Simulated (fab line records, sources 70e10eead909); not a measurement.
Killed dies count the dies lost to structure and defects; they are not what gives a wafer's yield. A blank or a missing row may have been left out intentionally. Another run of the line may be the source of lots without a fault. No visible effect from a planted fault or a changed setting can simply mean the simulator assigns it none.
Struck lot and sound lot, side by side + flow nand_harc + 15 out of 1159 route steps
Sound: the wafers L108.1, L108.2, L108.5. Struck: wafer L117.5 (L117.3, L117.6, from the same lot, were not struck and are left out); the cause is given at the end.
Per side, at each step with rows, come the tool, then ch with its chambers, and then its first start. Under that, the readings that differ: sound wafers + struck wafers + difference of the means + sigmas: that difference in standard deviations of wafers without a fault.
alike: words and numbers the same on both sides, and readings whose means are apart by under 2 such deviations; not compared: readings that were withheld, readings missing a value for some wafer, numbers with overlapping values and no deviation given by the record, and bounds like >300 which may hide the same value.
A row with sigmas, a row that says differs or no value, or rows on one side alone: a step with any of these is where the two part. Non-overlapping numbers with no deviation appear without sigmas and do not part them. A reading that every wafer of one side lacks parts them only if that side has two wafers or more.

first, 8 steps without rows for these wafers: NHARC_A_CHANNEL_HOLE_D1_COAT_36 (time 75 s); NHARC_A_CHANNEL_HOLE_D1_COAT_37 (time 65 s); NHARC_A_CHANNEL_HOLE_D1_COAT_04 (resist thk 90 nm); NHARC_A_CHANNEL_HOLE_D1_SOFTBAKE_05 (time 55 s); NHARC_A_CHANNEL_HOLE_D1_EBR_06; NHARC_A_CHANNEL_HOLE_D1_EXPOSE_07 (exposes mask HOLE D1, target cd 100 nm); NHARC_A_CHANNEL_HOLE_D1_PEB_08 (peb time 65 s); NHARC_A_CHANNEL_HOLE_D1_DEVELOP_09 (develop time 35 s).
NHARC_A_CHANNEL_HOLE_D1_CD_MEAS_10: the cd target is 100 nm.
  sound on cd_sem-01 ch 0, day 8 19:28; struck on cd_sem-03 ch 0, day 11 14:06
| reading    | sound             | struck | difference | sigmas |
|------------|-------------------|--------|------------|--------|
| cd_nm (nm) | 100.4 100.6 100.6 | 99.4   | -1.1       | -2     |
NHARC_A_CHANNEL_HOLE_D1_OVL_MEAS_11:
  sound on overlay-01, day 8 19:34; struck on overlay-01, day 11 14:11
| reading           | sound        | struck | difference | sigmas |
|-------------------|--------------|--------|------------|--------|
| overlay_x_nm (nm) | 0.2 0.0 -1.3 | 1.6    | +2.0       | +2     |
  alike: overlay_y_nm
NHARC_A_CHANNEL_HOLE_D1_INSPECT_12:
  sound on defect_inspect-02, day 8 19:35; struck on defect_inspect-01, day 11 14:13
  alike: raw_defect_count
NHARC_A_CHANNEL_HOLE_D1_DESCUM_15: chemistry O2, time 3 s.
  sound on rie_diel-11 ch 1,2, day 8 19:40; struck on rie_diel-11 ch 3, day 11 14:17
| reading      | sound          | struck | difference | sigmas |
|--------------|----------------|--------|------------|--------|
| rf_vpp_V (V) | 57.4 57.1 57.5 | 59.5   | +2.2       | +2     |
  alike: drypump_motor_current_A, oes_product_au, showerhead_plenum_p_Torr, throttle_valve_pct
  not compared: rf_hours_counter_h
NHARC_A_CHANNEL_HOLE_D1_ETCH_38: etches the open film in CF4, target depth 39 nm, time 65 s.
  sound on rie_diel-11 ch 2,3, day 8 19:46; struck on rie_diel-11 ch 0, day 11 14:24
| reading               | sound             | struck | difference | sigmas |
|-----------------------|-------------------|--------|------------|--------|
| oes_product_au (a.u.) | 1.004 0.999 1.006 | 0.765  | -0.238     | -26    |
  alike: drypump_motor_current_A, rf_vpp_V, showerhead_plenum_p_Torr, throttle_valve_pct
  not compared: rf_hours_counter_h
NHARC_A_CHANNEL_HOLE_D1_ETCH_39: etches the open film in N2/H2, target depth 260 nm, time 325 s.
  sound: rie_diel-11 ch 1,2; struck: rie_diel-11 ch 3
  alike: drypump_motor_current_A, oes_product_au, rf_vpp_V, showerhead_plenum_p_Torr, throttle_valve_pct
  not compared: rf_hours_counter_h
-- the record jumps here: 11 days lie between the struck wafers' starts before and after (it left off in module A_CHANNEL_HOLE_D1 and takes up again in module END, whose first step shown is number 1159 of the route) --
NHARC_END_SORT_01:
  sound on prober-01 ch 0, day 19 04:30; struck on prober-02 ch 0, day 22 05:40
| reading         | sound    | struck | difference | sigmas |
|-----------------|----------|--------|------------|--------|
| killed_at_array | 18 14 14 | 672    | +657       | +60    |
| killed_dies     | 26 15 22 | 677    | +656       | +60    |
  alike: killed_at_other, killed_at_periphery, killed_open, killed_short

WHERE THEY PART
Earliest at NHARC_A_CHANNEL_HOLE_D1_CD_MEAS_10; latest, in this record, at NHARC_END_SORT_01.

WHY: whatever the simulator had introduced
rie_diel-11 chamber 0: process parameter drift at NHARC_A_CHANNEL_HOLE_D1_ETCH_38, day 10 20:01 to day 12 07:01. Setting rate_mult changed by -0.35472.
